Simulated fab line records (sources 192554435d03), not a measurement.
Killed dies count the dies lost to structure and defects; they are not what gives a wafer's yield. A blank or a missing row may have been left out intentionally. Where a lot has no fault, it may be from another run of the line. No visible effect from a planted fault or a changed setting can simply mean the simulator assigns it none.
Which tool is to blame? :: flow n5_finfet :: 27 wafers from 9 lots sampled at 6 of the route's 1938 steps

== WHAT THE GAUGES SHOWED, per wafer ==
N5_SD_EPI_P_OVL_MEAS_10.
lot: L846
measured: day 3 11:52
on: overlay-01
SD_P_BLK_OVL (nm): -0.4 -0.8 -0.9

lot: L848
measured: day 4 00:04
on: overlay-02
SD_P_BLK_OVL (nm): -1.4 -0.4 -0.7

lot: L850
measured: day 4 12:11
on: overlay-02
SD_P_BLK_OVL (nm): 0.6 0.1 -0.3

lot: L851
measured: day 4 19:41
on: overlay-02
SD_P_BLK_OVL (nm): -0.5 -0.3 0.4

lot: L853
measured: day 5 10:04
on: overlay-01
SD_P_BLK_OVL (nm): -0.3 1.4 -0.1

lot: L854
measured: day 5 17:43
on: overlay-01
SD_P_BLK_OVL (nm): -1.5 -1.4 -1.1

lot: L859
measured: day 6 18:23
on: overlay-02
SD_P_BLK_OVL (nm): -0.2 0.8 -0.5

lot: L861
measured: day 7 12:52
on: overlay-01
SD_P_BLK_OVL (nm): -1.8 0.0 -0.5

lot: L868
measured: day 9 05:53
on: overlay-01
SD_P_BLK_OVL (nm): 0.0 0.5 0.1

N5_SD_ACTIVATION_RS_MEAS_03: measures by four-point-probe.
lot: L846
measured: day 3 16:09
on: film_metro-02
RS_SD_N (ohm/sq): 22.5 22.1 22.2
RS_SD_P (ohm/sq): 56.7 56.3 56.0

lot: L848
measured: day 4 05:09
on: film_metro-02
RS_SD_N (ohm/sq): 21.7 21.5 21.9
RS_SD_P (ohm/sq): 56.2 55.8 56.4

lot: L850
measured: day 4 17:31
on: film_metro-02
RS_SD_N (ohm/sq): 22.6 22.6 23.0
RS_SD_P (ohm/sq): 56.7 57.1 57.3

lot: L851
measured: day 4 23:56
on: film_metro-01
RS_SD_N (ohm/sq): 21.3 21.7 21.6
RS_SD_P (ohm/sq): 56.8 57.0 56.8

lot: L853
measured: day 5 16:28
on: film_metro-01
RS_SD_N (ohm/sq): 22.1 22.2 22.2
RS_SD_P (ohm/sq): 56.9 56.8 57.4

lot: L854
measured: day 6 00:15
on: film_metro-01
RS_SD_N (ohm/sq): 22.2 22.5 22.3
RS_SD_P (ohm/sq): 57.2 56.8 57.6

lot: L859
measured: day 7 01:10
on: film_metro-01
RS_SD_N (ohm/sq): 28.3 27.9 27.7
RS_SD_P (ohm/sq): 58.8 59.1 58.7

lot: L861
measured: day 7 19:02
on: film_metro-01
RS_SD_N (ohm/sq): 27.5 27.4 27.1
RS_SD_P (ohm/sq): 56.9 58.2 58.4

lot: L868
measured: day 9 10:19
on: film_metro-01
RS_SD_N (ohm/sq): 22.1 21.7 22.2
RS_SD_P (ohm/sq): 56.5 56.3 56.0

N5_ILD0_THK_MEAS_08.
lot: L846
measured: day 3 19:38
on: film_metro-02
thk_nm (nm): 138.5 138.1 138.1

lot: L848
measured: day 4 08:37
on: film_metro-01
thk_nm (nm): 138.8 140.0 139.0

lot: L850
measured: day 4 21:44
on: film_metro-01
thk_nm (nm): 138.1 139.7 139.3

lot: L851
measured: day 5 04:15
on: film_metro-02
thk_nm (nm): 138.3 138.8 139.2

lot: L853
measured: day 5 20:08
on: film_metro-02
thk_nm (nm): 138.9 139.7 139.0

lot: L854
measured: day 6 03:36
on: film_metro-02
thk_nm (nm): 138.2 138.2 139.0

lot: L859
measured: day 7 04:32
on: film_metro-02
thk_nm (nm): 137.9 137.2 137.6

lot: L861
measured: day 7 22:23
on: film_metro-02
thk_nm (nm): 137.8 136.7 137.7

lot: L868
measured: day 9 13:40
on: film_metro-01
thk_nm (nm): 138.9 138.4 138.7

N5_BEOL_M4_RC_MEAS_101.
lot: L846
measured: day 8 04:02
on: prober-02
DIBL_N (mV/V): 36.6 36.5 37.0
DIBL_P (mV/V): 35.3 34.2 35.8
IOFF_N (nA/um): 0.157 0.150 0.172
IOFF_P (nA/um): 0.211 0.201 0.227
ION_N (uA/um): 666 667 672
ION_P (uA/um): 463 459 464
RC_DENSE_N (ohm.um): 19.6 18.9 19.2
RC_N (ohm.um): 15.94 15.47 15.58
REXT_N (ohm.um): 75.1 73.6 74.2
RS_SD_N (ohm/sq): 28.8 28.9 28.6
SS_N (mV/dec): 71.3 72.1 71.7
SS_P (mV/dec): 72.8 73.1 73.0
VT_N (mV): 249.4 252.6 248.8
VT_P (mV): -248.3 -251.7 -248.0

lot: L848
measured: day 8 06:36
on: prober-02
DIBL_N (mV/V): 37.0 35.4 34.7
DIBL_P (mV/V): 37.7 36.0 35.2
IOFF_N (nA/um): 0.187 0.150 0.138
IOFF_P (nA/um): 0.214 0.183 0.173
ION_N (uA/um): 688 673 665
ION_P (uA/um): 461 456 456
RC_DENSE_N (ohm.um): 18.2 18.6 19.0
RC_N (ohm.um): 14.95 15.12 15.39
REXT_N (ohm.um): 74.1 75.0 75.9
RS_SD_N (ohm/sq): 27.8 27.9 28.2
SS_N (mV/dec): 72.5 71.9 71.7
SS_P (mV/dec): 73.3 73.1 72.8
VT_N (mV): 246.9 251.1 250.6
VT_P (mV): -248.0 -253.8 -253.1

lot: L850
measured: day 9 13:40
on: prober-01
DIBL_N (mV/V): 37.4 37.9 36.1
DIBL_P (mV/V): 37.3 38.3 36.5
IOFF_N (nA/um): 0.179 0.193 0.152
IOFF_P (nA/um): 0.263 0.274 0.238
ION_N (uA/um): 691 672 689
ION_P (uA/um): 480 466 474
RC_DENSE_N (ohm.um): 18.4 18.9 19.2
RC_N (ohm.um): 15.10 15.45 15.59
REXT_N (ohm.um): 75.9 76.8 77.7
RS_SD_N (ohm/sq): 29.4 28.9 29.6
SS_N (mV/dec): 71.8 72.1 71.8
SS_P (mV/dec): 73.7 74.0 73.6
VT_N (mV): 247.9 243.3 246.9
VT_P (mV): -244.0 -242.7 -246.4

lot: L851
measured: day 9 11:40
on: prober-01
DIBL_N (mV/V): 36.4 33.3 35.5
DIBL_P (mV/V): 36.7 33.2 35.5
IOFF_N (nA/um): 0.144 0.112 0.134
IOFF_P (nA/um): 0.225 0.173 0.205
ION_N (uA/um): 652 676 669
ION_P (uA/um): 459 465 464
RC_DENSE_N (ohm.um): 19.4 20.0 19.3
RC_N (ohm.um): 15.97 16.15 15.67
REXT_N (ohm.um): 73.8 73.0 72.8
RS_SD_N (ohm/sq): 27.8 28.1 28.2
SS_N (mV/dec): 70.8 70.8 71.2
SS_P (mV/dec): 73.0 71.9 72.8
VT_N (mV): 252.7 254.2 252.9
VT_P (mV): -248.0 -249.8 -250.0

lot: L853
measured: day 10 18:01
on: prober-01
DIBL_N (mV/V): 36.1 35.7 37.2
DIBL_P (mV/V): 37.7 37.2 39.5
IOFF_N (nA/um): 0.172 0.164 0.199
IOFF_P (nA/um): 0.219 0.210 0.248
ION_N (uA/um): 683 677 689
ION_P (uA/um): 464 464 465
RC_DENSE_N (ohm.um): 18.8 18.9 19.0
RC_N (ohm.um): 15.51 15.60 15.39
REXT_N (ohm.um): 73.1 73.3 73.5
RS_SD_N (ohm/sq): 28.9 28.6 28.7
SS_N (mV/dec): 71.6 72.1 72.6
SS_P (mV/dec): 73.4 73.6 75.0
VT_N (mV): 248.2 248.6 244.6
VT_P (mV): -248.6 -251.2 -247.5

lot: L854
measured: day 10 16:14
on: prober-01
DIBL_N (mV/V): 36.3 36.8 36.5
DIBL_P (mV/V): 37.8 38.2 37.6
IOFF_N (nA/um): 0.171 0.169 0.159
IOFF_P (nA/um): 0.235 0.243 0.227
ION_N (uA/um): 689 678 676
ION_P (uA/um): 472 466 464
RC_DENSE_N (ohm.um): 19.2 18.8 19.0
RC_N (ohm.um): 15.66 15.56 15.66
REXT_N (ohm.um): 75.6 76.1 75.9
RS_SD_N (ohm/sq): 28.8 29.0 28.9
SS_N (mV/dec): 71.7 71.7 71.7
SS_P (mV/dec): 73.8 72.6 73.7
VT_N (mV): 245.1 248.6 250.6
VT_P (mV): -249.2 -249.1 -249.4

lot: L859
measured: day 11 14:03
on: prober-01
DIBL_N (mV/V): 36.9 36.3 36.4
DIBL_P (mV/V): 36.8 36.3 36.3
IOFF_N (nA/um): 0.170 0.161 0.156
IOFF_P (nA/um): 0.222 0.218 0.223
ION_N (uA/um): 663 659 667
ION_P (uA/um): 459 459 466
RC_DENSE_N (ohm.um): 23.8 24.0 24.1
RC_N (ohm.um): 19.58 19.44 19.69
REXT_N (ohm.um): 87.7 87.0 87.8
RS_SD_N (ohm/sq): 35.3 34.9 34.9
SS_N (mV/dec): 72.1 71.3 72.5
SS_P (mV/dec): 73.9 73.3 73.4
VT_N (mV): 251.7 248.6 253.6
VT_P (mV): -249.7 -249.8 -249.6

lot: L861
measured: day 12 05:11
on: prober-02
DIBL_N (mV/V): 35.7 33.9 34.9
DIBL_P (mV/V): 36.7 33.7 34.7
IOFF_N (nA/um): 0.155 0.126 0.137
IOFF_P (nA/um): 0.231 0.189 0.191
ION_N (uA/um): 667 658 652
ION_P (uA/um): 465 462 456
RC_DENSE_N (ohm.um): 23.0 24.5 23.2
RC_N (ohm.um): 18.89 19.71 18.99
REXT_N (ohm.um): 83.1 82.9 81.6
RS_SD_N (ohm/sq): 34.3 33.9 34.4
SS_N (mV/dec): 72.0 71.4 71.1
SS_P (mV/dec): 73.3 72.7 72.7
VT_N (mV): 249.6 251.6 250.7
VT_P (mV): -248.3 -248.7 -251.4

lot: L868
measured: day 13 19:11
on: prober-02
DIBL_N (mV/V): 36.3 36.1 38.6
DIBL_P (mV/V): 38.1 38.3 40.1
IOFF_N (nA/um): 0.159 0.160 0.200
IOFF_P (nA/um): 0.214 0.214 0.258
ION_N (uA/um): 680 672 682
ION_P (uA/um): 465 465 469
RC_DENSE_N (ohm.um): 18.8 18.9 19.4
RC_N (ohm.um): 15.25 15.62 15.71
REXT_N (ohm.um): 74.1 73.4 74.0
RS_SD_N (ohm/sq): 28.4 28.1 28.6
SS_N (mV/dec): 71.2 71.2 72.3
SS_P (mV/dec): 73.8 73.3 74.7
VT_N (mV): 251.0 251.5 247.2
VT_P (mV): -251.5 -250.7 -249.7

== WHAT TOOL EACH LOT RAN ON (gives the tool, then ch and the chambers of the sampled wafers, and finally the start) ==
lot: L846
N5_SD_EPI_P_SD_RECESS_17: rie_si-04 ch 2,3, day 3 12:37
N5_SD_ACTIVATION_LSA_01: laser_anneal-02 ch 0, day 3 15:57

lot: L848
N5_SD_EPI_P_SD_RECESS_17: rie_si-01 ch 0,2, day 4 00:49
N5_SD_ACTIVATION_LSA_01: laser_anneal-02 ch 0, day 4 04:57

lot: L850
N5_SD_EPI_P_SD_RECESS_17: rie_si-05 ch 1,2, day 4 13:11
N5_SD_ACTIVATION_LSA_01: laser_anneal-02 ch 0, day 4 17:20

lot: L851
N5_SD_EPI_P_SD_RECESS_17: rie_si-04 ch 1,2,3, day 4 20:25
N5_SD_ACTIVATION_LSA_01: laser_anneal-01 ch 0, day 4 23:44

lot: L853
N5_SD_EPI_P_SD_RECESS_17: rie_si-05 ch 0,2, day 5 10:49
N5_SD_ACTIVATION_LSA_01: laser_anneal-01 ch 0, day 5 16:16

lot: L854
N5_SD_EPI_P_SD_RECESS_17: rie_si-05 ch 0,2,3, day 5 18:47
N5_SD_ACTIVATION_LSA_01: laser_anneal-02 ch 0, day 6 00:03

lot: L859
N5_SD_EPI_P_SD_RECESS_17: rie_si-04 ch 0,3, day 6 19:41
N5_SD_ACTIVATION_LSA_01: laser_anneal-02 ch 0, day 7 00:59

lot: L861
N5_SD_EPI_P_SD_RECESS_17: rie_si-01 ch 1,2,3, day 7 13:37
N5_SD_ACTIVATION_LSA_01: laser_anneal-02 ch 0, day 7 18:50

lot: L868
N5_SD_EPI_P_SD_RECESS_17: rie_si-05 ch 0,1, day 9 06:38
N5_SD_ACTIVATION_LSA_01: laser_anneal-01 ch 0, day 9 10:07
- N5_SD_EPI_P_SD_RECESS_17: chemistry HBr/Cl2/O2, target depth 39.1 nm, bt time 3 s.
- N5_SD_ACTIVATION_LSA_01: time 0.0008 s.

== WHAT THE TOOLS THEMSELVES READ (means of the sampled wafers that have a number; where no wafer has one, the mark that the record gives instead) ==
N5_SD_EPI_P_SD_RECESS_17.
lot: L846
tool: rie_si-04
drypump_motor_current_A (A): 5.5
oes_product_au (a.u.): 1.003
throttle_valve_pct (%): 37.17

lot: L848
tool: rie_si-01
drypump_motor_current_A (A): 5.7
oes_product_au (a.u.): 0.976
throttle_valve_pct (%): 37.26

lot: L850
tool: rie_si-05
drypump_motor_current_A (A): 5.4
oes_product_au (a.u.): 1.020
throttle_valve_pct (%): 36.93

lot: L851
tool: rie_si-04
drypump_motor_current_A (A): 5.8
oes_product_au (a.u.): 1.002
throttle_valve_pct (%): 37.29

lot: L853
tool: rie_si-05
drypump_motor_current_A (A): 5.8
oes_product_au (a.u.): 0.996
throttle_valve_pct (%): 37.08

lot: L854
tool: rie_si-05
drypump_motor_current_A (A): 5.7
oes_product_au (a.u.): 0.994
throttle_valve_pct (%): 37.01

lot: L859
tool: rie_si-04
drypump_motor_current_A (A): 6.0
oes_product_au (a.u.): 0.991
throttle_valve_pct (%): 37.30

lot: L861
tool: rie_si-01
drypump_motor_current_A (A): 5.9
oes_product_au (a.u.): 0.983
throttle_valve_pct (%): 37.10

lot: L868
tool: rie_si-05
drypump_motor_current_A (A): 5.5
oes_product_au (a.u.): 1.021
throttle_valve_pct (%): 37.03

N5_SD_ACTIVATION_LSA_01.
lot: L846
tool: laser_anneal-02
wafer_temp_C_max: 1086.2

lot: L848
tool: laser_anneal-02
wafer_temp_C_max: 1085.1

lot: L850
tool: laser_anneal-02
wafer_temp_C_max: 1087.8

lot: L851
tool: laser_anneal-01
wafer_temp_C_max: 1084.8

lot: L853
tool: laser_anneal-01
wafer_temp_C_max: 1086.4

lot: L854
tool: laser_anneal-02
wafer_temp_C_max: 1086.1

lot: L859
tool: laser_anneal-02
wafer_temp_C_max: 1027.6

lot: L861
tool: laser_anneal-02
wafer_temp_C_max: 1028.5

lot: L868
tool: laser_anneal-01
wafer_temp_C_max: 1086.2

== THE ANSWER, worked out from the rows above alone ==
Rule: what is usual is taken from the lots themselves. Put in order of their means at a reading, lots are off if they are a third of the lots or fewer, leave a main group of 4 or more, and stand apart from it by a gap of 3 or more times the standard deviation of the main group's means; of several such gaps the widest counts. A main group whose means are all the same, to the digits that the tables above print for the reading, isn't used. A lot without any number at a reading at which 4 lots or more have one is off too. All remaining lots with rows at the step are treated as sound. Order of review: gauges by route order, followed by the tools' own readings, for which a lot's mean as printed above is used. The first step at which some lot is off is used, and at that step the reading that is off furthest; a lot without a number counts as furthest.
Off: L859, L861, seen at N5_SD_ACTIVATION_RS_MEAS_03 (RS_SD_N). Mean 22.1 ohm/sq and standard deviation 0.37 in the main group.
A tool fits if, at a process step before that reading, it ran every lot that is off, and no sound lot after the first of them. The gauges at N5_SD_ACTIVATION_RS_MEAS_03 aren't tried: what is off there is off at N5_BEOL_M4_RC_MEAS_101 too, on other tools, and a gauge's error can't cause that. One fits: N5_SD_ACTIVATION_LSA_01 on laser_anneal-02. Its last sound lot is L854 (day 6 00:03), its first lot that is off L859 (day 7 00:59): a fault that began between those two fits.
On the lots that are off, the tool's own readings at N5_SD_ACTIVATION_LSA_01 differ by more than 5 times the standard deviation of the sound lots' means, which bears it out; wafer_temp_C_max reads 1028.0 there versus 1086.1 on the sound lots.

== WHAT THE SIMULATOR HAD INSERTED ==
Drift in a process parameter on laser_anneal-02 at N5_SD_ACTIVATION_LSA_01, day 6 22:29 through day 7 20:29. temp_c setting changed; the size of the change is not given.
Shown lots that were struck: L859, L861. The rule given above showed the same thing.
